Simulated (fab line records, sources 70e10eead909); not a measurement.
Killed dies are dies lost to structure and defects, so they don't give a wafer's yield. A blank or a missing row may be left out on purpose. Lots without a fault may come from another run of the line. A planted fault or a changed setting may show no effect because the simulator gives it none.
A struck lot beside a sound one | flow nand_harc | 14 steps out of a route of 1302
Sound: wafers L492.1, L492.2, L492.4. Struck: wafers L496.1, L496.5, L496.6. The cause comes at the end.
At each step with rows: each side's tool, then ch and its chambers, then its first start. Under that, the readings that differ: sound wafers | struck wafers | difference of the means | sigmas: that difference in standard deviations of wafers without a fault.
alike: readings whose means differ by less than 2 such deviations, and words and numbers that are the same on both sides. not compared: withheld readings, readings that some wafer has no value for, bounds like >300 that may hide the same value, and numbers for which the record gives no deviation and whose values overlap.
The two part at a step that has a row with sigmas, a row that says differs or no value, or rows on one side only. Numbers that don't overlap but have no deviation are shown without sigmas and don't part them. A reading that every wafer of one side lacks parts them only if that side has two wafers or more.

first, 9 steps without rows for these wafers: NHARC_THIN_TSV_PVD_24 (deposits Al, target thk 800 nm); NHARC_THIN_TSV_DEHYDRATE_25 (time 120 s); NHARC_THIN_TSV_HMDS_26 (time 30 s); NHARC_THIN_TSV_COAT_27; NHARC_THIN_TSV_SOFTBAKE_28 (time 95 s); NHARC_THIN_TSV_EBR_29; NHARC_THIN_TSV_EXPOSE_30 (exposes mask PAD); NHARC_THIN_TSV_PEB_31 (peb time 85 s); NHARC_THIN_TSV_DEVELOP_32 (time 70 s).
NHARC_THIN_TSV_CD_MEAS_33: target cd 5000 nm.
  sound on cd_sem-03 ch 0, day 29 00:41; struck on cd_sem-01 ch 0, day 30 07:50
  alike: cd_nm
then, 1 step without rows for these wafers: NHARC_THIN_TSV_HARDBAKE_34 (time 80 s).
NHARC_THIN_TSV_DESCUM_35: chemistry O2, time 3 s.
  sound on rie_diel-10 ch 0,1,2, day 29 00:51; struck on rie_diel-11 ch 2,3, day 30 08:01
  alike: chamber_pressure_mTorr, drypump_motor_current_A, mfc_ar_sccm, oes_product_au, rf_vpp_V, showerhead_plenum_p_Torr, throttle_valve_pct
  not compared: rf_hours_counter_h
NHARC_THIN_TSV_ETCH_59: etches the open film in Cl2/BCl3, target depth 880 nm, time 138.1 s.
  sound on rie_metal-02 ch 0,1, day 29 00:59; struck on rie_metal-02 ch 0,1, day 30 08:10
  reading          | sound             | struck            | difference | sigmas
  run_length_s (s) | 158.3 159.1 158.3 | 138.3 138.2 137.3 | -20.6      | -53
  alike: chamber_pressure_mTorr, drypump_motor_current_A, oes_product_au, throttle_valve_pct
  not compared: rf_hours_counter_h
NHARC_THIN_TSV_ETCH_36: etches the open film in Cl2/BCl3, target depth 65 nm, time 18.571 s.
  sound on rie_metal-02 ch 0,1, day 29 01:14; struck on rie_metal-02 ch 0,1, day 30 08:23
  alike: chamber_pressure_mTorr, drypump_motor_current_A, oes_product_au, run_length_s
  not compared: rf_hours_counter_h

WHERE THEY PART
Only at NHARC_THIN_TSV_ETCH_59, within this record. Later steps at which nothing parts them and some readings are alike: NHARC_THIN_TSV_ETCH_36.

WHY: what the simulator had put in
Process parameter drift: rie_metal-02, from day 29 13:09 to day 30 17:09, at NHARC_THIN_TSV_ETCH_59. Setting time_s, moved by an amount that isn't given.
